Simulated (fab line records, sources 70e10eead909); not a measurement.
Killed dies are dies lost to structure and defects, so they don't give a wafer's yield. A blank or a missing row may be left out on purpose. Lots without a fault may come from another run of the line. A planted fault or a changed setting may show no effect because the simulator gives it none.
fab line records | flow nand_harc
record lots=5 wafers=15 last_day=33
route steps=1302 shown A_STAIRCASE@704 END@1302
lots that met no fault: from a run of the same line without faults
start_h: hours from the record's first day to the start of the lot's first wafer shown | wait_h: hours since the lot's step before | " the same as in the row above | L1.1+2: a row that stands for several wafers | - no value, or no start given | * or withheld: withheld | < > ~ a bound
route shown NAME@n: a module of which the file shows steps, and the number in the route of the first | usual: mean/standard deviation of fault-free wafers | same: alike in all rows | chamber/n: place in a boat | sites: the reading at each site | _std_site: their standard deviation | _edge_site: outer sites' mean less inner sites' | radius_mm: how far each site lies from the wafer's centre | mask NAME#n: copy n | behind: the tool/chamber that last shaped the wafer | hold: why the lot was held/for how many hours/how that ended | device: the transistor (n, p or np) that didn't switch | end of line: the same wafers' tests at the end of the route | a step without rows: its recipe alone | killed: dies lost to structure and defects at the first sort, not the wafer's yield | map: a wafer's dies, x killed, . not, _ none there
set.NAME: the setting as run; set.NAME@STEP: as run at that earlier step | model.NAME: the simulator's own value behind a step, which no gauge read
lots at some steps of the route; a table a step, a row a wafer
services: from which hour (start_h, from the record's first day; less than 0 if before it) a tool's chamber was out of use, for how many hours, and why
## steps
# step NHARC_A_STAIRCASE_ETCH_190
# recipe target_depth_a=1000 time_s=40.5 ion_energy_ev=400 c4f8_flow_sccm=20 o2_flow_sccm=10 ar_flow_sccm=withheld rf_w=600 bias_w=1000 chemistry=C4F8/O2
# usual oes_product_au=0.946/0.012 rf_vpp_V=898/6.7
# same time_s=40.5
# columns lot.wafer tool chamber start_h wait_h oes_product_au rf_hours_counter_h rf_vpp_V
L181.3 rie_diel-13 1 - - 0.949 3 905
L181.4 " 2 " " 0.944 - 905
L181.5 " 1 " " 0.960 - 904
L182.2 rie_diel-08 3 - - 0.935 1 895
L182.1 " 0 " " 0.960 1 894
L182.6 " 0 " " 0.958 - 895
L184.3 rie_diel-05 0 - - 0.949 47 886
L184.4 " 1 " " 0.963 47 906
L184.5 " 0 " " 0.948 - 888
L199.3 rie_diel-05 0 - - 0.974 49 905
L199.1 " 1 " " 0.929 50 904
L199.6 " 2 " " 0.942 - 893
L201.2 rie_diel-05 1 - - 0.921 53 904
L201.4 " 2 " " 0.940 55 892
L201.6 " 1 " " 0.916 - 903
# step NHARC_A_STAIRCASE_TRIM_191
# recipe time_s=211.2 o2_flow_sccm=500 ar_flow_sccm=0 bias_w=0 chemistry=O2
# step NHARC_A_STAIRCASE_ETCH_192
# recipe target_depth_a=1000 time_s=40.5 ion_energy_ev=400 c4f8_flow_sccm=20 o2_flow_sccm=10 ar_flow_sccm=withheld rf_w=600 bias_w=1000 chemistry=C4F8/O2
# step NHARC_A_STAIRCASE_TRIM_193
# recipe time_s=211.2 o2_flow_sccm=500 ar_flow_sccm=0 bias_w=0 chemistry=O2
# usual drypump_motor_current_A=5.9/0.34 oes_product_au=1.002/0.0092 rf_vpp_V=57.9/0.92 showerhead_plenum_p_Torr=3.59/0.18 throttle_valve_pct=17.037/0.0096
# same time_s=211.2
# columns lot.wafer tool chamber start_h wait_h drypump_motor_current_A oes_product_au rf_hours_counter_h rf_vpp_V showerhead_plenum_p_Torr throttle_valve_pct
L181.3 rie_diel-13 0 - - 5.6 0.987 3 56.4 3.35 17.042
L181.4 " 0 " " 5.6 0.995 - 56.5 3.35 17.042
L181.5 " 2 " " 5.7 0.997 - 57.8 3.78 17.027
L182.1 rie_diel-08 1 - - 6.3 1.008 1 58.1 3.78 17.037
L182.2 " 3 " " 5.2 0.988 1 58.1 3.54 17.024
L182.6 " 0 " " 5.9 1.001 - 57.8 3.47 17.038
L184.4 rie_diel-05 3 - - 6.0 1.014 34 59.2 3.50 17.060
L184.3 " 1 " " 6.1 0.997 47 60.3 3.78 17.025
L184.5 " 3 " " 6.0 1.007 - 58.0 3.50 17.021
L199.1 rie_diel-05 1 - - 6.2 0.994 50 59.2 3.75 17.035
L199.3 " 2 " " 5.8 1.008 52 57.2 3.42 17.033
L199.6 " 0 " " 5.6 1.018 - 58.9 3.78 17.027
L201.4 rie_diel-05 2 - - 5.8 1.003 55 58.2 3.41 17.037
L201.2 " 1 " " 6.2 0.992 53 59.1 3.74 17.030
L201.6 " 2 " " 5.8 1.003 - 57.3 3.41 17.026
# step NHARC_A_STAIRCASE_ETCH_194
# recipe target_depth_a=1000 time_s=40.5 ion_energy_ev=400 c4f8_flow_sccm=20 o2_flow_sccm=10 ar_flow_sccm=withheld rf_w=600 bias_w=1000 chemistry=C4F8/O2
# usual oes_product_au=0.946/0.011 rf_vpp_V=898/6.5
# same time_s=40.5
# columns lot.wafer tool chamber start_h wait_h oes_product_au rf_hours_counter_h rf_vpp_V
L181.3 rie_diel-13 1 - - 0.957 3 904
L181.5 " 1 " " 0.952 - 904
L181.4 " 0 " " 0.933 - 889
L182.2 rie_diel-08 2 - - 0.936 1 904
L182.1 " 3 " " 0.947 2 897
L182.6 " 2 " " 0.947 - 905
L184.3 rie_diel-05 0 - - 0.959 47 887
L184.4 " 2 " " 0.964 49 893
L184.5 " 0 " " 0.946 - 888
L199.1 rie_diel-05 1 - - 0.933 50 905
L199.3 " 3 " " 0.950 52 894
L199.6 " 0 " " 0.955 - 904
L201.2 rie_diel-05 0 - - 0.952 52 905
L201.4 " 1 " " 0.916 53 903
L201.6 " 0 " " 0.948 - 904
# step NHARC_A_STAIRCASE_TRIM_196
# recipe time_s=211.2 o2_flow_sccm=500 ar_flow_sccm=0 bias_w=0 chemistry=O2
# step NHARC_A_STAIRCASE_ETCH_197
# recipe target_depth_a=1000 time_s=40.5 ion_energy_ev=400 c4f8_flow_sccm=20 o2_flow_sccm=10 ar_flow_sccm=withheld rf_w=600 bias_w=1000 chemistry=C4F8/O2
# step NHARC_A_STAIRCASE_TRIM_198
# recipe time_s=211.2 o2_flow_sccm=500 ar_flow_sccm=0 bias_w=0 chemistry=O2
# usual drypump_motor_current_A=5.9/0.39 oes_product_au=1.001/0.01 rf_vpp_V=57.9/0.87 showerhead_plenum_p_Torr=3.58/0.19 throttle_valve_pct=17.037/0.009
# same time_s=211.2
# columns lot.wafer tool chamber start_h wait_h drypump_motor_current_A oes_product_au rf_hours_counter_h rf_vpp_V showerhead_plenum_p_Torr throttle_valve_pct
L181.3 rie_diel-13 2 - - 5.7 0.997 3 56.3 3.78 17.033
L181.4 " 1 " " 6.6 1.008 - 58.7 3.74 17.032
L181.5 " 2 " " 5.7 1.002 - 57.2 3.78 17.051
L182.1 rie_diel-08 1 - - 6.3 1.004 1 57.8 3.78 17.024
L182.2 " 3 " " 5.2 1.007 2 57.6 3.54 17.029
L182.6 " 0 " " 5.9 0.991 - 57.6 3.47 17.039
L184.4 rie_diel-05 1 - - 6.2 0.994 47 58.5 3.78 17.042
L184.3 " 2 " " 5.8 1.011 49 58.4 3.45 17.046
L184.5 " 1 " " 6.2 0.996 - 58.0 3.78 17.046
L199.3 rie_diel-13 0 - - 5.6 0.985 7 57.8 3.31 17.038
L199.1 " 3 " " 5.9 1.003 6 57.4 3.29 17.043
L199.6 " 0 " " 5.6 0.989 - 57.8 3.31 17.035
L201.2 rie_diel-05 1 - - 6.2 0.975 55 59.0 3.74 17.027
L201.4 " 2 " " 5.8 1.000 56 57.4 3.41 17.036
L201.6 " 3 " " 6.0 0.990 - 56.8 3.47 17.033
# step NHARC_A_STAIRCASE_ETCH_199
# recipe target_depth_a=1000 time_s=40.5 ion_energy_ev=400 c4f8_flow_sccm=20 o2_flow_sccm=10 ar_flow_sccm=withheld rf_w=600 bias_w=1000 chemistry=C4F8/O2
# step NHARC_A_STAIRCASE_TRIM_200
# recipe time_s=211.2 o2_flow_sccm=500 ar_flow_sccm=0 bias_w=0 chemistry=O2
# step NHARC_A_STAIRCASE_ETCH_201
# recipe target_depth_a=1000 time_s=40.5 ion_energy_ev=400 c4f8_flow_sccm=20 o2_flow_sccm=10 ar_flow_sccm=withheld rf_w=600 bias_w=1000 chemistry=C4F8/O2
# step NHARC_A_STAIRCASE_TRIM_202
# recipe time_s=211.2 o2_flow_sccm=500 ar_flow_sccm=0 bias_w=0 chemistry=O2
# usual drypump_motor_current_A=5.9/0.38 oes_product_au=1.002/0.0099 rf_vpp_V=58.1/0.89 showerhead_plenum_p_Torr=3.58/0.19 throttle_valve_pct=17.036/0.0093
# same time_s=211.2
# columns lot.wafer tool chamber start_h wait_h drypump_motor_current_A oes_product_au rf_hours_counter_h rf_vpp_V showerhead_plenum_p_Torr throttle_valve_pct
L181.3 rie_diel-13 0 357.49 - 5.6 0.995 3 58.4 3.35 17.025
L181.4 " 0 " " 5.6 0.994 - 56.7 3.35 17.046
L181.5 " 1 " " 6.6 1.013 - 59.0 3.74 17.035
L182.2 rie_diel-08 3 382.23 - 5.2 0.998 2 58.0 3.54 17.032
L182.1 " 1 " " 6.3 0.996 2 58.6 3.78 17.045
L182.6 " 3 " " 5.2 1.003 - 59.7 3.54 17.031
L184.4 rie_diel-05 0 382.33 - 5.6 1.016 48 58.7 3.27 17.052
L184.3 " 1 " " 6.2 0.987 48 58.6 3.78 17.026
L184.5 " 0 " " 5.6 1.008 - 58.1 3.27 17.024
L199.1 rie_diel-13 0 560.70 - 5.6 0.852 7 57.8 3.31 17.046
L199.3 " 2 " " 5.7 0.992 10 59.0 3.74 17.038
L199.6 " 0 " " 5.6 0.846 - 58.3 3.31 17.021
L201.4 rie_diel-05 0 574.30 - 5.6 1.014 54 59.3 3.78 17.038
L201.2 " 2 " " 5.8 1.005 57 58.0 3.41 17.049
L201.6 " 3 " " 6.0 1.000 - 57.5 3.46 17.009
# step NHARC_A_STAIRCASE_ETCH_203
# recipe target_depth_a=1000 time_s=40.5 ion_energy_ev=400 c4f8_flow_sccm=20 o2_flow_sccm=10 ar_flow_sccm=withheld rf_w=600 bias_w=1000 chemistry=C4F8/O2
# usual oes_product_au=0.945/0.0099 rf_vpp_V=897/7.1
# same time_s=40.5
# columns lot.wafer tool chamber start_h wait_h oes_product_au rf_hours_counter_h rf_vpp_V
L181.3 rie_diel-13 1 - - 0.961 3 904
L181.4 " 0 " " 0.947 - 890
L181.5 " 1 " " 0.944 - 903
L182.1 rie_diel-08 2 - - 0.940 2 906
L182.2 " 3 " " 0.945 2 897
L182.6 " 1 " " 0.949 - 905
L184.3 rie_diel-05 3 - - 0.950 35 896
L184.4 " 1 " " 0.947 48 907
L184.5 " 0 " " 0.951 - 886
L199.1 rie_diel-13 0 - - 0.930 7 887
L199.3 " 2 " " 0.947 10 906
L199.6 " 3 " " 0.941 - 886
L201.2 rie_diel-05 0 - - 0.955 54 905
L201.4 " 2 " " 0.954 57 890
L201.6 " 0 " " 0.957 - 904
# step NHARC_END_SORT_01
# recipe temp_c=25
# usual killed_at_array=49/19 killed_at_other=0.9/1.1 killed_at_periphery=4.0/2.7 killed_dies=54/19 killed_open=3.3/1.8 killed_short=2.6/1.6
# same gross_dies=677
# columns lot.wafer tool chamber start_h wait_h killed_at_array killed_at_other killed_at_periphery killed_dies killed_open killed_short
L199.6 prober-01 0 765.46 3.9 49 0 1 50 0 0
# killed by level:class
L199.6 A_CHANNEL_HOLE_D2:chamber_film_flake=20 A_STAIRCASE:chamber_film_flake=11 A_CHANNEL_HOLE_D1:chamber_film_flake=7 A_SLIT:chamber_film_flake=6 A_SGD_CUT:chamber_film_flake=2 P_STI:chamber_film_flake=1 A_BLC:chamber_film_flake=1 A_CHANNEL_FILL_D2:chamber_film_flake=1
## services
# columns tool chamber start_h hours kind
rie_diel-05 0 337.63 - clean
rie_diel-05 1 337.63 - clean
rie_diel-05 2 337.63 - clean
rie_diel-05 3 337.63 - clean
rie_diel-13 - 342.15 9.0 pm
rie_diel-05 0 362.33 - clean
rie_diel-05 1 362.33 - clean
rie_diel-05 2 362.33 - clean
rie_diel-05 3 362.33 - clean
rie_diel-08 1 362.56 14.8 repair
rie_diel-13 3 367.62 6.2 repair
rie_diel-08 - 367.80 9.0 pm
rie_diel-05 0 387.19 - clean
rie_diel-05 1 387.19 - clean
rie_diel-05 2 387.19 - clean
rie_diel-05 3 387.19 - clean
rie_diel-05 - 407.60 9.0 pm
rie_diel-05 0 407.60 9.0 vent_cycle
rie_diel-05 1 407.60 9.0 vent_cycle
rie_diel-05 2 407.60 9.0 vent_cycle
rie_diel-05 3 407.60 9.0 vent_cycle
rie_diel-13 1 446.38 4.5 repair
rie_diel-13 - 519.20 9.0 pm
rie_diel-08 - 544.85 9.0 pm
## key
first_sign step=NHARC_A_STAIRCASE_TRIM_202 reading=oes_product_au direction=down sigmas=16 usual=1.002 struck=0.849
effect none on later readings
met_at NHARC_A_STAIRCASE_TRIM_202
struck_wafers L199.1,L199.6
tester_left_out L199
onset_between 357.49 560.70
fault kind=process_parameter_drift tool=rie_diel-13 chamber=0 onset_h=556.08 steps=NHARC_A_STAIRCASE_TRIM_202 channel=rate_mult offset=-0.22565 shape=step end_h=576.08
# tester_left_out: of these lots the tester's yield and bins aren't shown, on N5 and GAA mostly nor the transistor test; their killed dies are dies lost to structure and defects alone, not to doping, threshold or leakage, so they don't give the yield
